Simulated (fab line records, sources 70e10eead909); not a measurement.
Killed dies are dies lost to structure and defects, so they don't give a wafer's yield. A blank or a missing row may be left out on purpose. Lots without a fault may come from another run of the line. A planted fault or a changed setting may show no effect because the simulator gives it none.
Which tool did it? | flow nand_harc | 14 lots, 42 wafers sampled, at 4 steps of a route of 1302

WHAT THE GAUGES READ, wafer by wafer
The record holds no reading of a measuring or inspecting step that can be judged against a usual standard deviation.

WHICH TOOL RAN EACH LOT (tool, then ch and the chambers of the sampled wafers, then the start)
lot  | NHARC_A_WL_FILL_ALD_00           | NHARC_A_WL_FILL_CVD_03        | NHARC_A_WL_FILL_ALD_19              | NHARC_A_WL_FILL_CMP_12
L151 | ald_hk-01 ch 0,1, day 21 04:13   | cvd_w-02 ch 0,1, day 21 05:29 | ald_metal-04 ch 1,2,3, day 21 21:46 | cmp-03 ch 0,1,3, day 21 22:09
L152 | ald_hk-02 ch 0,2,3, day 22 09:35 | cvd_w-01 ch 0,1, day 22 10:43 | ald_metal-04 ch 0,1,3, day 23 03:01 | cmp-03 ch 0,2,3, day 23 03:29
L155 | ald_hk-03 ch 1,2, day 22 09:37   | cvd_w-02 ch 0,1, day 22 10:29 | ald_metal-02 ch 2,3, day 23 03:01   | cmp-01 ch 1,2, day 23 03:36
L153 | ald_hk-01 ch 1,3, day 22 13:17   | cvd_w-02 ch 0,1, day 22 14:19 | ald_metal-02 ch 0,3, day 23 08:08   | cmp-01 ch 0,1,3, day 23 08:31
L154 | ald_hk-03 ch 0,2,3, day 22 21:20 | cvd_w-01 ch 0,1, day 22 22:19 | ald_metal-02 ch 0,2,3, day 23 14:38 | cmp-03 ch 2,3, day 23 15:04
L156 | ald_hk-03 ch 0,3, day 23 02:06   | cvd_w-01 ch 0,1, day 23 03:02 | ald_metal-02 ch 0,1,2, day 23 19:17 | cmp-04 ch 0,1,2, day 23 19:40
L157 | ald_hk-03 ch 0,1,2, day 23 16:51 | cvd_w-02 ch 0,1, day 23 17:52 | ald_metal-04 ch 0,1,2, day 24 11:46 | cmp-04 ch 0,1,2, day 24 12:09
L162 | ald_hk-01 ch 0,1,2, day 26 03:02 | cvd_w-01 ch 0,1, day 26 03:58 | ald_metal-02 ch 0,1,2, day 26 20:40 | cmp-01 ch 0,2,3, day 26 21:02
L165 | ald_hk-01 ch 0,1,3, day 26 17:41 | cvd_w-01 ch 0,1, day 26 18:46 | ald_metal-02 ch 0,2,3, day 27 11:17 | cmp-01 ch 1,3, day 27 12:01
L167 | ald_hk-02 ch 0,2,3, day 28 12:08 | cvd_w-01 ch 0,1, day 28 13:14 | ald_metal-03 ch 0,2,3, day 29 05:20 | cmp-03 ch 0,2,3, day 29 05:52
L170 | ald_hk-01 ch 0,1,3, day 29 00:39 | cvd_w-01 ch 0,1, day 29 01:34 | ald_metal-03 ch 0,2, day 29 21:11   | cmp-01 ch 0,2,3, day 29 21:37
L169 | ald_hk-01 ch 0,1,2, day 29 00:52 | cvd_w-01 ch 0,1, day 29 01:52 | ald_metal-04 ch 0,1, day 29 21:11   | cmp-03 ch 1,2,3, day 29 21:42
L171 | ald_hk-03 ch 0,2,3, day 29 07:01 | cvd_w-01 ch 0,1, day 29 07:58 | ald_metal-02 ch 0,2,3, day 29 21:15 | cmp-04 ch 0,1,3, day 29 22:01
L172 | ald_hk-01 ch 0,3, day 30 01:21   | cvd_w-01 ch 0, day 30 02:17   | ald_metal-02 ch 1,2,3, day 30 20:09 | cmp-04 ch 1,2,3, day 30 20:35
- NHARC_A_WL_FILL_ALD_00: deposits Al2O3, target thk 3 nm, pulse time 3 s, ald cycles 30.
- NHARC_A_WL_FILL_CVD_03: deposits W, target thk 40 nm, time 279 s.
- NHARC_A_WL_FILL_ALD_19: deposits TiN, target thk 2 nm, pulse time 3 s, ald cycles 100.
- NHARC_A_WL_FILL_CMP_12: polishes, t overpolish 30 s, target thk 100 nm.

WHAT THE TOOLS THEMSELVES READ (means of the sampled wafers that have a number; where no wafer has one, the mark that the record gives instead)
NHARC_A_WL_FILL_ALD_00.
lot  | tool      | heater_power_w (W) | precursor_pulse_height_rel
L151 | ald_hk-01 | 537                | 1.010
L152 | ald_hk-02 | 478                | 1.020
L155 | ald_hk-03 | 387                | 0.995
L153 | ald_hk-01 | 451                | 1.005
L154 | ald_hk-03 | 433                | 1.022
L156 | ald_hk-03 | 468                | 1.010
L157 | ald_hk-03 | 416                | 0.995
L162 | ald_hk-01 | 529                | 1.013
L165 | ald_hk-01 | 474                | 1.022
L167 | ald_hk-02 | 469                | 1.017
L170 | ald_hk-01 | 475                | 0.986
L169 | ald_hk-01 | 504                | 0.992
L171 | ald_hk-03 | 431                | 1.001
L172 | ald_hk-01 | 435                | 0.984

NHARC_A_WL_FILL_CVD_03.
lot  | tool     | heater_power_w (W) | throttle_valve_pct (%)
L151 | cvd_w-02 | 412                | 8.03
L152 | cvd_w-01 | 444                | 7.94
L155 | cvd_w-02 | 410                | 8.08
L153 | cvd_w-02 | 433                | 8.26
L154 | cvd_w-01 | 454                | 7.95
L156 | cvd_w-01 | 455                | 7.96
L157 | cvd_w-02 | 434                | 8.18
L162 | cvd_w-01 | 457                | 7.90
L165 | cvd_w-01 | 452                | 7.91
L167 | cvd_w-01 | 451                | 8.22
L170 | cvd_w-01 | 465                | 8.03
L169 | cvd_w-01 | 449                | 8.08
L171 | cvd_w-01 | 465                | 8.09
L172 | cvd_w-01 | 436                | 8.26

NHARC_A_WL_FILL_ALD_19.
lot  | tool         | heater_power_w (W) | precursor_pulse_height_rel
L151 | ald_metal-04 | 1062               | 0.998
L152 | ald_metal-04 | 1107               | 1.006
L155 | ald_metal-02 | 1039               | 1.000
L153 | ald_metal-02 | 1003               | 1.014
L154 | ald_metal-02 | 994                | 0.999
L156 | ald_metal-02 | 1015               | 0.978
L157 | ald_metal-04 | 1067               | 0.987
L162 | ald_metal-02 | 1014               | 1.016
L165 | ald_metal-02 | 973                | 1.000
L167 | ald_metal-03 | 1131               | 1.014
L170 | ald_metal-03 | 1049               | 0.990
L169 | ald_metal-04 | 1076               | 0.994
L171 | ald_metal-02 | 980                | 1.005
L172 | ald_metal-02 | 1035               | 1.022

NHARC_A_WL_FILL_CMP_12.
lot  | tool   | motor_current_A (A) | overpolish_run_s (s) | pad_life_wafers | slurry_filter_dp_kPa (kPa) | time_to_endpoint_s (s)
L151 | cmp-03 | 11.7                | 29.995               | 152             | 13.53                      | 20.2
L152 | cmp-03 | 11.9                | 29.997               | 260             | 13.38                      | 19.3
L155 | cmp-01 | 11.6                | 29.998               | 162             | 13.48                      | 18.9
L153 | cmp-01 | 12.6                | 30.005               | 188             | 13.67                      | 19.8
L154 | cmp-03 | 12.2                | 30.011               | 320             | 13.38                      | 18.7
L156 | cmp-04 | 11.3                | 30.003               | 62              | 13.49                      | 18.3
L157 | cmp-04 | 11.4                | 29.997               | 97              | 13.47                      | 20.9
L162 | cmp-01 | 13.1                | 30.012               | 163             | 13.48                      | 19.5
L165 | cmp-01 | 12.7                | 30.009               | 247             | 13.44                      | 18.9
L167 | cmp-03 | 11.6                | 30.003               | 86              | 13.63                      | 18.7
L170 | cmp-01 | 12.7                | 29.999               | 38              | 13.43                      | 21.5
L169 | cmp-03 | 12.4                | 29.997               | 133             | 13.60                      | 19.0
L171 | cmp-04 | 10.3                | 29.996               | 344             | 13.43                      | 18.2
L172 | cmp-04 | 11.8                | 30.001               | 410             | 13.50                      | 21.8

THE ANSWER, worked out from the rows above alone
Rule: what is usual is taken from the lots themselves. Put in order of their means at a reading, lots are off if they are a third of the lots or fewer, leave a main group of 4 or more, and stand apart from it by a gap of 3 or more times the standard deviation of the main group's means; of several such gaps the widest counts. A main group whose means are all the same, to the digits that the tables above print for the reading, isn't used. A lot without any number at a reading at which 4 lots or more have one is off too. The other lots that the step has rows for count as sound. The gauges are gone through in route order, then the tools' own readings, and for those a lot's mean is taken as printed above. The first step at which some lot is off is used, and at that step the reading that is off furthest; a lot without a number counts as furthest.
No lot is off at any reading shown: from this, nothing can be told.

WHAT THE SIMULATOR HAD PUT IN
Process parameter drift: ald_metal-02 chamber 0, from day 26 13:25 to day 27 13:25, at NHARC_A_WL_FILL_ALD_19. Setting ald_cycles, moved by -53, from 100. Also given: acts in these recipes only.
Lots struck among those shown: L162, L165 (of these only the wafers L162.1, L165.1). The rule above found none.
